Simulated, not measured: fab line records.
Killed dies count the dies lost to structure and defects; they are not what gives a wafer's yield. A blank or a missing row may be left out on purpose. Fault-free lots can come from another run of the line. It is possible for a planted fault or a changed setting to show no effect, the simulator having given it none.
Which of the tools did it? || flow n5-finfet || 15 lots, 43 wafers sampled, at 6 steps of a route of 1938

WHAT THE GAUGES SHOWED, per wafer
N5_BEOL_M4_RS_MEAS_58: the measuring method here is four-point-probe.
{"lot": "L862", "measured": "day 8 11:42", "on": "film-metro-02", "M4_RS (ohm/sq)": "0.66 0.72 0.69"}
{"lot": "L863", "measured": "day 8 14:37", "on": "film-metro-02", "M4_RS (ohm/sq)": "0.64 0.68 0.68"}
{"lot": "L864", "measured": "day 9 08:10", "on": "film-metro-02", "M4_RS (ohm/sq)": "0.73 0.68 0.69"}
{"lot": "L866", "measured": "day 9 08:25", "on": "film-metro-01", "M4_RS (ohm/sq)": "0.72 0.64 0.66"}
{"lot": "L865", "measured": "day 9 13:35", "on": "film-metro-02", "M4_RS (ohm/sq)": "0.70 0.70 0.66"}
{"lot": "L871", "measured": "day 10 13:34", "on": "film-metro-02", "M4_RS (ohm/sq)": "0.64 0.67"}
{"lot": "L872", "measured": "day 10 18:41", "on": "film-metro-01", "M4_RS (ohm/sq)": "0.67 0.70 0.63"}
{"lot": "L874", "measured": "day 11 14:05", "on": "film-metro-02", "M4_RS (ohm/sq)": "0.68 0.71 0.68"}
{"lot": "L875", "measured": "day 11 17:10", "on": "film-metro-02", "M4_RS (ohm/sq)": "0.68 0.60 0.68"}
{"lot": "L880", "measured": "day 12 16:31", "on": "film-metro-02", "M4_RS (ohm/sq)": "0.66 0.62"}
{"lot": "L879", "measured": "day 12 18:24", "on": "film-metro-01", "M4_RS (ohm/sq)": "0.70 0.65 0.67"}
{"lot": "L882", "measured": "day 13 00:02", "on": "film-metro-02", "M4_RS (ohm/sq)": "0.70 0.72 0.71"}
{"lot": "L883", "measured": "day 13 21:14", "on": "film-metro-01", "M4_RS (ohm/sq)": "0.67 0.63 0.64"}
{"lot": "L884", "measured": "day 13 21:34", "on": "film-metro-02", "M4_RS (ohm/sq)": "0.63 0.63 0.65"}
{"lot": "L885", "measured": "day 14 00:24", "on": "film-metro-01", "M4_RS (ohm/sq)": "0.66 0.64 0.67"}

N5_BEOL_M5_CD_MEAS_18: pitch 56 nm, target cd 28 nm.
{"lot": "L862", "measured": "day 8 15:26", "on": "cd-sem-02", "cd-nm (nm)": "27.5 28.2 27.7"}
{"lot": "L863", "measured": "day 8 19:21", "on": "cd-sem-01", "cd-nm (nm)": "28.3 28.5 28.5"}
{"lot": "L864", "measured": "day 9 12:55", "on": "cd-sem-02", "cd-nm (nm)": "28.2 28.8 27.7"}
{"lot": "L866", "measured": "day 9 13:02", "on": "cd-sem-01", "cd-nm (nm)": "28.1 28.7 28.5"}
{"lot": "L865", "measured": "day 9 18:35", "on": "cd-sem-03", "cd-nm (nm)": "28.4 29.1 28.5"}
{"lot": "L871", "measured": "day 10 18:19", "on": "cd-sem-01", "cd-nm (nm)": "28.2 28.3"}
{"lot": "L872", "measured": "day 10 23:13", "on": "cd-sem-02", "cd-nm (nm)": "- - -"}
{"lot": "L874", "measured": "day 11 19:13", "on": "cd-sem-02", "cd-nm (nm)": "- - -"}
{"lot": "L875", "measured": "day 11 20:05", "on": "cd-sem-02", "cd-nm (nm)": "- - -"}
{"lot": "L880", "measured": "day 12 22:01", "on": "cd-sem-02", "cd-nm (nm)": "28.2 28.1"}
{"lot": "L879", "measured": "day 12 23:17", "on": "cd-sem-01", "cd-nm (nm)": "27.8 28.4 27.9"}
{"lot": "L882", "measured": "day 13 03:59", "on": "cd-sem-02", "cd-nm (nm)": "28.4 28.4 28.1"}
{"lot": "L883", "measured": "day 14 00:47", "on": "cd-sem-03", "cd-nm (nm)": "28.3 28.8 28.6"}
{"lot": "L884", "measured": "day 14 00:44", "on": "cd-sem-03", "cd-nm (nm)": "28.2 27.6 28.6"}
{"lot": "L885", "measured": "day 14 05:53", "on": "cd-sem-01", "cd-nm (nm)": "28.2 27.8 28.1"}

TOOL THAT RAN EACH LOT (tool first, then ch and the chambers of the sampled wafers, then the start)
{"lot": "L862", "N5_BEOL_M4_PRE_CLEAN_60": "cvd-co-02 ch 1, day 8 11:23", "N5_BEOL_M4_DEP_57": "pecvd-01 ch 0,2, day 8 11:37", "N5_BEOL_M5_ETCH_62": "rie-diel-04 ch 0,2, day 8 15:02", "N5_BEOL_M5_HM_OPEN_17": "rie-metal-02 ch 0,1, day 8 15:12"}
{"lot": "L863", "N5_BEOL_M4_PRE_CLEAN_60": "cvd-co-01 ch 1,2, day 8 14:24", "N5_BEOL_M4_DEP_57": "pecvd-03 ch 0,1,2, day 8 14:33", "N5_BEOL_M5_ETCH_62": "rie-diel-01 ch 0,1, day 8 18:59", "N5_BEOL_M5_HM_OPEN_17": "rie-metal-01 ch 0,1, day 8 19:11"}
{"lot": "L864", "N5_BEOL_M4_PRE_CLEAN_60": "cvd-co-01 ch 0,2, day 9 07:57", "N5_BEOL_M4_DEP_57": "pecvd-03 ch 1,2, day 9 08:07", "N5_BEOL_M5_ETCH_62": "rie-diel-03 ch 0,1,2, day 9 12:34", "N5_BEOL_M5_HM_OPEN_17": "rie-metal-02 ch 0,1, day 9 12:44"}
{"lot": "L866", "N5_BEOL_M4_PRE_CLEAN_60": "cvd-co-02 ch 1,2, day 9 08:11", "N5_BEOL_M4_DEP_57": "pecvd-01 ch 1,2, day 9 08:20", "N5_BEOL_M5_ETCH_62": "rie-diel-04 ch 1,2, day 9 12:42", "N5_BEOL_M5_HM_OPEN_17": "rie-metal-03 ch 0,1, day 9 12:52"}
{"lot": "L865", "N5_BEOL_M4_PRE_CLEAN_60": "cvd-co-02 ch 0,1,2, day 9 13:22", "N5_BEOL_M4_DEP_57": "pecvd-01 ch 1,2, day 9 13:32", "N5_BEOL_M5_ETCH_62": "rie-diel-03 ch 0,2, day 9 18:14", "N5_BEOL_M5_HM_OPEN_17": "rie-metal-01 ch 0,1, day 9 18:24"}
{"lot": "L871", "N5_BEOL_M4_PRE_CLEAN_60": "cvd-co-01 ch 0,1, day 10 13:20", "N5_BEOL_M4_DEP_57": "pecvd-04 ch 0, day 10 13:30", "N5_BEOL_M5_ETCH_62": "rie-diel-01 ch 2,3, day 10 17:57", "N5_BEOL_M5_HM_OPEN_17": "rie-metal-03 ch 0,1, day 10 18:09"}
{"lot": "L872", "N5_BEOL_M4_PRE_CLEAN_60": "cvd-co-01 ch 0,2, day 10 18:28", "N5_BEOL_M4_DEP_57": "pecvd-04 ch 1,2, day 10 18:37", "N5_BEOL_M5_ETCH_62": "rie-diel-03 ch 0,1,3, day 10 22:44", "N5_BEOL_M5_HM_OPEN_17": "rie-metal-02 ch 0,1, day 10 22:54"}
{"lot": "L874", "N5_BEOL_M4_PRE_CLEAN_60": "cvd-co-01 ch 1,2, day 11 13:50", "N5_BEOL_M4_DEP_57": "pecvd-01 ch 0,1, day 11 14:01", "N5_BEOL_M5_ETCH_62": "rie-diel-03 ch 0,3, day 11 18:52", "N5_BEOL_M5_HM_OPEN_17": "rie-metal-03 ch 0, day 11 19:02"}
{"lot": "L875", "N5_BEOL_M4_PRE_CLEAN_60": "cvd-co-02 ch 0,2, day 11 16:55", "N5_BEOL_M4_DEP_57": "pecvd-03 ch 1, day 11 17:05", "N5_BEOL_M5_ETCH_62": "rie-diel-01 ch 1,2, day 11 19:44", "N5_BEOL_M5_HM_OPEN_17": "rie-metal-03 ch 0,1, day 11 19:54"}
{"lot": "L880", "N5_BEOL_M4_PRE_CLEAN_60": "cvd-co-02 ch 0, day 12 16:15", "N5_BEOL_M4_DEP_57": "pecvd-01 ch 1,2, day 12 16:26", "N5_BEOL_M5_ETCH_62": "rie-diel-03 ch 0,1, day 12 21:32", "N5_BEOL_M5_HM_OPEN_17": "rie-metal-02 ch 1, day 12 21:43"}
{"lot": "L879", "N5_BEOL_M4_PRE_CLEAN_60": "cvd-co-02 ch 1,2, day 12 18:08", "N5_BEOL_M4_DEP_57": "pecvd-01 ch 0,1,2, day 12 18:20", "N5_BEOL_M5_ETCH_62": "rie-diel-01 ch 0,3, day 12 22:56", "N5_BEOL_M5_HM_OPEN_17": "rie-metal-01 ch 0, day 12 23:07"}
{"lot": "L882", "N5_BEOL_M4_PRE_CLEAN_60": "cvd-co-01 ch 0,1, day 12 23:49", "N5_BEOL_M4_DEP_57": "pecvd-03 ch 0,2, day 12 23:58", "N5_BEOL_M5_ETCH_62": "rie-diel-01 ch 0,1,2, day 13 03:38", "N5_BEOL_M5_HM_OPEN_17": "rie-metal-03 ch 0,1, day 13 03:48"}
{"lot": "L883", "N5_BEOL_M4_PRE_CLEAN_60": "cvd-co-02 ch 1,2, day 13 21:01", "N5_BEOL_M4_DEP_57": "pecvd-04 ch 1,2, day 13 21:11", "N5_BEOL_M5_ETCH_62": "rie-diel-03 ch 0,1, day 14 00:25", "N5_BEOL_M5_HM_OPEN_17": "rie-metal-01 ch 0,1, day 14 00:35"}
{"lot": "L884", "N5_BEOL_M4_PRE_CLEAN_60": "cvd-co-02 ch 0,1, day 13 21:20", "N5_BEOL_M4_DEP_57": "pecvd-04 ch 0,2, day 13 21:30", "N5_BEOL_M5_ETCH_62": "rie-diel-01 ch 1,3, day 14 00:13", "N5_BEOL_M5_HM_OPEN_17": "rie-metal-01 ch 0,1, day 14 00:23"}
{"lot": "L885", "N5_BEOL_M4_PRE_CLEAN_60": "cvd-co-02 ch 0,1,2, day 14 00:10", "N5_BEOL_M4_DEP_57": "pecvd-04 ch 0,1, day 14 00:20", "N5_BEOL_M5_ETCH_62": "rie-diel-01 ch 0,2,3, day 14 03:23", "N5_BEOL_M5_HM_OPEN_17": "rie-metal-01 ch 0,1, day 14 05:29"}
- N5_BEOL_M4_PRE_CLEAN_60: time 15 s.
- N5_BEOL_M4_DEP_57: deposits SiCN from 3MS/NH3, target thk 8 nm, time 14 s.
- N5_BEOL_M5_ETCH_62: etches SOC in N2/H2, target depth 75 nm, overetch 15 nm, time 112.5 s.
- N5_BEOL_M5_HM_OPEN_17: chemistry Cl2/BCl3, target TiN, target depth 20 nm, overetch 6 nm.

AS READ BY THE TOOLS THEMSELVES (means over the sampled wafers that have a number; for cases with no such wafer, the mark the record gives instead)
N5_BEOL_M4_PRE_CLEAN_60.
{"lot": "L862", "tool": "cvd-co-02", "heater-power-outer-w (W)": 12, "heater-power-w (W)": 76}
{"lot": "L863", "tool": "cvd-co-01", "heater-power-outer-w (W)": 17, "heater-power-w (W)": 81}
{"lot": "L864", "tool": "cvd-co-01", "heater-power-outer-w (W)": 17, "heater-power-w (W)": 80}
{"lot": "L866", "tool": "cvd-co-02", "heater-power-outer-w (W)": 18, "heater-power-w (W)": 80}
{"lot": "L865", "tool": "cvd-co-02", "heater-power-outer-w (W)": 20, "heater-power-w (W)": 84}
{"lot": "L871", "tool": "cvd-co-01", "heater-power-outer-w (W)": 18, "heater-power-w (W)": 84}
{"lot": "L872", "tool": "cvd-co-01", "heater-power-outer-w (W)": 18, "heater-power-w (W)": 80}
{"lot": "L874", "tool": "cvd-co-01", "heater-power-outer-w (W)": 17, "heater-power-w (W)": 81}
{"lot": "L875", "tool": "cvd-co-02", "heater-power-outer-w (W)": 23, "heater-power-w (W)": 89}
{"lot": "L880", "tool": "cvd-co-02", "heater-power-outer-w (W)": 20, "heater-power-w (W)": 91}
{"lot": "L879", "tool": "cvd-co-02", "heater-power-outer-w (W)": 18, "heater-power-w (W)": 81}
{"lot": "L882", "tool": "cvd-co-01", "heater-power-outer-w (W)": 18, "heater-power-w (W)": 83}
{"lot": "L883", "tool": "cvd-co-02", "heater-power-outer-w (W)": 18, "heater-power-w (W)": 83}
{"lot": "L884", "tool": "cvd-co-02", "heater-power-outer-w (W)": 15, "heater-power-w (W)": 81}
{"lot": "L885", "tool": "cvd-co-02", "heater-power-outer-w (W)": 21, "heater-power-w (W)": 87}

N5_BEOL_M4_DEP_57.
{"lot": "L862", "tool": "pecvd-01", "showerhead-plenum-p-Torr (Torr)": 3.681, "throttle-valve-pct (%)": 8.2}
{"lot": "L863", "tool": "pecvd-03", "showerhead-plenum-p-Torr (Torr)": 3.664, "throttle-valve-pct (%)": 8.8}
{"lot": "L864", "tool": "pecvd-03", "showerhead-plenum-p-Torr (Torr)": 3.661, "throttle-valve-pct (%)": 9.0}
{"lot": "L866", "tool": "pecvd-01", "showerhead-plenum-p-Torr (Torr)": 3.678, "throttle-valve-pct (%)": 8.2}
{"lot": "L865", "tool": "pecvd-01", "showerhead-plenum-p-Torr (Torr)": 3.673, "throttle-valve-pct (%)": 8.2}
{"lot": "L871", "tool": "pecvd-04", "showerhead-plenum-p-Torr (Torr)": 3.660, "throttle-valve-pct (%)": 9.6}
{"lot": "L872", "tool": "pecvd-04", "showerhead-plenum-p-Torr (Torr)": 3.663, "throttle-valve-pct (%)": 9.6}
{"lot": "L874", "tool": "pecvd-01", "showerhead-plenum-p-Torr (Torr)": 3.655, "throttle-valve-pct (%)": 8.8}
{"lot": "L875", "tool": "pecvd-03", "showerhead-plenum-p-Torr (Torr)": 3.683, "throttle-valve-pct (%)": 9.4}
{"lot": "L880", "tool": "pecvd-01", "showerhead-plenum-p-Torr (Torr)": 3.672, "throttle-valve-pct (%)": 8.3}
{"lot": "L879", "tool": "pecvd-01", "showerhead-plenum-p-Torr (Torr)": 3.668, "throttle-valve-pct (%)": 8.4}
{"lot": "L882", "tool": "pecvd-03", "showerhead-plenum-p-Torr (Torr)": 3.658, "throttle-valve-pct (%)": 8.5}
{"lot": "L883", "tool": "pecvd-04", "showerhead-plenum-p-Torr (Torr)": 3.663, "throttle-valve-pct (%)": 9.7}
{"lot": "L884", "tool": "pecvd-04", "showerhead-plenum-p-Torr (Torr)": 3.656, "throttle-valve-pct (%)": 9.1}
{"lot": "L885", "tool": "pecvd-04", "showerhead-plenum-p-Torr (Torr)": 3.667, "throttle-valve-pct (%)": 10.1}

N5_BEOL_M5_ETCH_62.
{"lot": "L862", "tool": "rie-diel-04", "bias-w (W)": 149.4, "chamber-pressure-mTorr (mTorr)": 30.017, "drypump-motor-current-A (A)": 5.8, "n2-flow-sccm (sccm)": 200.7, "oes-product-au (a.u.)": 0.60, "rf-vpp-V (V)": 522.7, "showerhead-plenum-p-Torr (Torr)": 2.50, "throttle-valve-pct (%)": 17.77}
{"lot": "L863", "tool": "rie-diel-01", "bias-w (W)": 150.7, "chamber-pressure-mTorr (mTorr)": 30.007, "drypump-motor-current-A (A)": 5.8, "n2-flow-sccm (sccm)": 200.3, "oes-product-au (a.u.)": 0.64, "rf-vpp-V (V)": 523.8, "showerhead-plenum-p-Torr (Torr)": 2.54, "throttle-valve-pct (%)": 17.78}
{"lot": "L864", "tool": "rie-diel-03", "bias-w (W)": 150.1, "chamber-pressure-mTorr (mTorr)": 29.979, "drypump-motor-current-A (A)": 5.6, "n2-flow-sccm (sccm)": 200.1, "oes-product-au (a.u.)": 0.64, "rf-vpp-V (V)": 525.6, "showerhead-plenum-p-Torr (Torr)": 2.62, "throttle-valve-pct (%)": 17.86}
{"lot": "L866", "tool": "rie-diel-04", "bias-w (W)": 150.6, "chamber-pressure-mTorr (mTorr)": 30.023, "drypump-motor-current-A (A)": 5.8, "n2-flow-sccm (sccm)": 199.6, "oes-product-au (a.u.)": 0.63, "rf-vpp-V (V)": 520.3, "showerhead-plenum-p-Torr (Torr)": 2.45, "throttle-valve-pct (%)": 17.65}
{"lot": "L865", "tool": "rie-diel-03", "bias-w (W)": 150.1, "chamber-pressure-mTorr (mTorr)": 30.015, "drypump-motor-current-A (A)": 5.7, "n2-flow-sccm (sccm)": 200.2, "oes-product-au (a.u.)": 0.65, "rf-vpp-V (V)": 527.6, "showerhead-plenum-p-Torr (Torr)": 2.67, "throttle-valve-pct (%)": 18.01}
{"lot": "L871", "tool": "rie-diel-01", "bias-w (W)": 150.0, "chamber-pressure-mTorr (mTorr)": 30.016, "drypump-motor-current-A (A)": 6.1, "n2-flow-sccm (sccm)": 199.9, "oes-product-au (a.u.)": 0.59, "rf-vpp-V (V)": 523.7, "showerhead-plenum-p-Torr (Torr)": 2.53, "throttle-valve-pct (%)": 17.91}
{"lot": "L872", "tool": "rie-diel-03", "bias-w (W)": "-", "chamber-pressure-mTorr (mTorr)": "-", "drypump-motor-current-A (A)": "-", "n2-flow-sccm (sccm)": "-", "oes-product-au (a.u.)": "-", "rf-vpp-V (V)": "-", "showerhead-plenum-p-Torr (Torr)": "-", "throttle-valve-pct (%)": "-"}
{"lot": "L874", "tool": "rie-diel-03", "bias-w (W)": "-", "chamber-pressure-mTorr (mTorr)": "-", "drypump-motor-current-A (A)": "-", "n2-flow-sccm (sccm)": "-", "oes-product-au (a.u.)": "-", "rf-vpp-V (V)": "-", "showerhead-plenum-p-Torr (Torr)": "-", "throttle-valve-pct (%)": "-"}
{"lot": "L875", "tool": "rie-diel-01", "bias-w (W)": "-", "chamber-pressure-mTorr (mTorr)": "-", "drypump-motor-current-A (A)": "-", "n2-flow-sccm (sccm)": "-", "oes-product-au (a.u.)": "-", "rf-vpp-V (V)": "-", "showerhead-plenum-p-Torr (Torr)": "-", "throttle-valve-pct (%)": "-"}
{"lot": "L880", "tool": "rie-diel-03", "bias-w (W)": 149.9, "chamber-pressure-mTorr (mTorr)": 30.019, "drypump-motor-current-A (A)": 5.6, "n2-flow-sccm (sccm)": 200.8, "oes-product-au (a.u.)": 0.64, "rf-vpp-V (V)": 525.3, "showerhead-plenum-p-Torr (Torr)": 2.60, "throttle-valve-pct (%)": 17.81}
{"lot": "L879", "tool": "rie-diel-01", "bias-w (W)": 150.1, "chamber-pressure-mTorr (mTorr)": 30.026, "drypump-motor-current-A (A)": 5.7, "n2-flow-sccm (sccm)": 200.1, "oes-product-au (a.u.)": 0.61, "rf-vpp-V (V)": 521.6, "showerhead-plenum-p-Torr (Torr)": 2.47, "throttle-valve-pct (%)": 17.88}
{"lot": "L882", "tool": "rie-diel-01", "bias-w (W)": 150.0, "chamber-pressure-mTorr (mTorr)": 30.021, "drypump-motor-current-A (A)": 6.0, "n2-flow-sccm (sccm)": 199.8, "oes-product-au (a.u.)": 0.59, "rf-vpp-V (V)": 523.6, "showerhead-plenum-p-Torr (Torr)": 2.54, "throttle-valve-pct (%)": 17.92}
{"lot": "L883", "tool": "rie-diel-03", "bias-w (W)": 150.1, "chamber-pressure-mTorr (mTorr)": 30.021, "drypump-motor-current-A (A)": 5.5, "n2-flow-sccm (sccm)": 199.8, "oes-product-au (a.u.)": 0.62, "rf-vpp-V (V)": 525.5, "showerhead-plenum-p-Torr (Torr)": 2.58, "throttle-valve-pct (%)": 17.76}
{"lot": "L884", "tool": "rie-diel-01", "bias-w (W)": 149.6, "chamber-pressure-mTorr (mTorr)": 29.998, "drypump-motor-current-A (A)": 5.8, "n2-flow-sccm (sccm)": 200.1, "oes-product-au (a.u.)": 0.58, "rf-vpp-V (V)": 520.0, "showerhead-plenum-p-Torr (Torr)": 2.42, "throttle-valve-pct (%)": 18.10}
{"lot": "L885", "tool": "rie-diel-01", "bias-w (W)": 150.4, "chamber-pressure-mTorr (mTorr)": 30.013, "drypump-motor-current-A (A)": 6.0, "n2-flow-sccm (sccm)": 200.1, "oes-product-au (a.u.)": 0.60, "rf-vpp-V (V)": 524.2, "showerhead-plenum-p-Torr (Torr)": 2.54, "throttle-valve-pct (%)": 17.84}

N5_BEOL_M5_HM_OPEN_17.
{"lot": "L862", "tool": "rie-metal-02", "drypump-motor-current-A (A)": 5.9, "mfc-ar-sccm (sccm)": 24.99, "mfc-cl2-sccm (sccm)": 53.24, "oes-product-au (a.u.)": 0.75, "throttle-valve-pct (%)": 22.31}
{"lot": "L863", "tool": "rie-metal-01", "drypump-motor-current-A (A)": 5.5, "mfc-ar-sccm (sccm)": 25.09, "mfc-cl2-sccm (sccm)": 53.22, "oes-product-au (a.u.)": 0.77, "throttle-valve-pct (%)": 22.00}
{"lot": "L864", "tool": "rie-metal-02", "drypump-motor-current-A (A)": 5.9, "mfc-ar-sccm (sccm)": 25.01, "mfc-cl2-sccm (sccm)": 53.44, "oes-product-au (a.u.)": 0.74, "throttle-valve-pct (%)": 22.32}
{"lot": "L866", "tool": "rie-metal-03", "drypump-motor-current-A (A)": 5.4, "mfc-ar-sccm (sccm)": 24.94, "mfc-cl2-sccm (sccm)": 53.30, "oes-product-au (a.u.)": 0.60, "throttle-valve-pct (%)": 21.88}
{"lot": "L865", "tool": "rie-metal-01", "drypump-motor-current-A (A)": 5.2, "mfc-ar-sccm (sccm)": 25.03, "mfc-cl2-sccm (sccm)": 53.22, "oes-product-au (a.u.)": 0.76, "throttle-valve-pct (%)": 22.07}
{"lot": "L871", "tool": "rie-metal-03", "drypump-motor-current-A (A)": 5.4, "mfc-ar-sccm (sccm)": 25.00, "mfc-cl2-sccm (sccm)": 53.24, "oes-product-au (a.u.)": 0.59, "throttle-valve-pct (%)": 21.82}
{"lot": "L872", "tool": "rie-metal-02", "drypump-motor-current-A (A)": 6.2, "mfc-ar-sccm (sccm)": 25.00, "mfc-cl2-sccm (sccm)": 53.24, "oes-product-au (a.u.)": 0.34, "throttle-valve-pct (%)": 22.78}
{"lot": "L874", "tool": "rie-metal-03", "drypump-motor-current-A (A)": 5.3, "mfc-ar-sccm (sccm)": 25.03, "mfc-cl2-sccm (sccm)": 53.30, "oes-product-au (a.u.)": 0.26, "throttle-valve-pct (%)": 22.64}
{"lot": "L875", "tool": "rie-metal-03", "drypump-motor-current-A (A)": 5.4, "mfc-ar-sccm (sccm)": 25.04, "mfc-cl2-sccm (sccm)": 53.17, "oes-product-au (a.u.)": 0.26, "throttle-valve-pct (%)": 22.54}
{"lot": "L880", "tool": "rie-metal-02", "drypump-motor-current-A (A)": 6.5, "mfc-ar-sccm (sccm)": 24.94, "mfc-cl2-sccm (sccm)": 53.50, "oes-product-au (a.u.)": 0.79, "throttle-valve-pct (%)": 21.94}
{"lot": "L879", "tool": "rie-metal-01", "drypump-motor-current-A (A)": 5.0, "mfc-ar-sccm (sccm)": 25.04, "mfc-cl2-sccm (sccm)": 53.32, "oes-product-au (a.u.)": 0.72, "throttle-valve-pct (%)": 22.16}
{"lot": "L882", "tool": "rie-metal-03", "drypump-motor-current-A (A)": 5.5, "mfc-ar-sccm (sccm)": 25.04, "mfc-cl2-sccm (sccm)": 53.09, "oes-product-au (a.u.)": 0.59, "throttle-valve-pct (%)": 21.80}
{"lot": "L883", "tool": "rie-metal-01", "drypump-motor-current-A (A)": 5.2, "mfc-ar-sccm (sccm)": 25.02, "mfc-cl2-sccm (sccm)": 53.07, "oes-product-au (a.u.)": 0.71, "throttle-valve-pct (%)": 22.10}
{"lot": "L884", "tool": "rie-metal-01", "drypump-motor-current-A (A)": 5.2, "mfc-ar-sccm (sccm)": 24.98, "mfc-cl2-sccm (sccm)": 53.33, "oes-product-au (a.u.)": 0.71, "throttle-valve-pct (%)": 22.11}
{"lot": "L885", "tool": "rie-metal-01", "drypump-motor-current-A (A)": 5.2, "mfc-ar-sccm (sccm)": 24.95, "mfc-cl2-sccm (sccm)": 53.24, "oes-product-au (a.u.)": 0.72, "throttle-valve-pct (%)": 22.10}

THE ANSWER, worked out from the rows above alone
Rule: the usual values come from the lots themselves. The widest of any qualifying gaps counts: lots, ordered by their means at a reading, are off when they make up no more than a third of the lots, leave a main group of 4 or more, and stand apart from it by 3 or more times the standard deviation of that group's means. Not used: any main group whose means are identical at the precision the tables above print for the reading. Also off: a lot with no number at a reading for which 4 or more lots have one. All remaining lots with rows at the step are treated as sound. The gauges are gone through in route order, then the tools' own readings, and for those a lot's mean is taken as printed above. At the first step where some lot is off, the reading lying furthest off is the one used; lots without a number count as furthest.
Off: L872, L874, L875 (N5_BEOL_M5_CD_MEAS_18, cd-nm). Without a number there: L872, L874, L875. The main group has a mean of 28.3 nm with a standard deviation of 0.24.
If a tool, at a process step before that reading, ran all the lots that are off and no sound lot after the first of them, it fits. Not tried: the gauges at N5_BEOL_M5_CD_MEAS_18; whatever is off there is also off at N5_BEOL_M5_ETCH_62, on other tools, and gauge error can't account for it. No candidate that was tried fits.

WHAT THE SIMULATOR HAD INSERTED
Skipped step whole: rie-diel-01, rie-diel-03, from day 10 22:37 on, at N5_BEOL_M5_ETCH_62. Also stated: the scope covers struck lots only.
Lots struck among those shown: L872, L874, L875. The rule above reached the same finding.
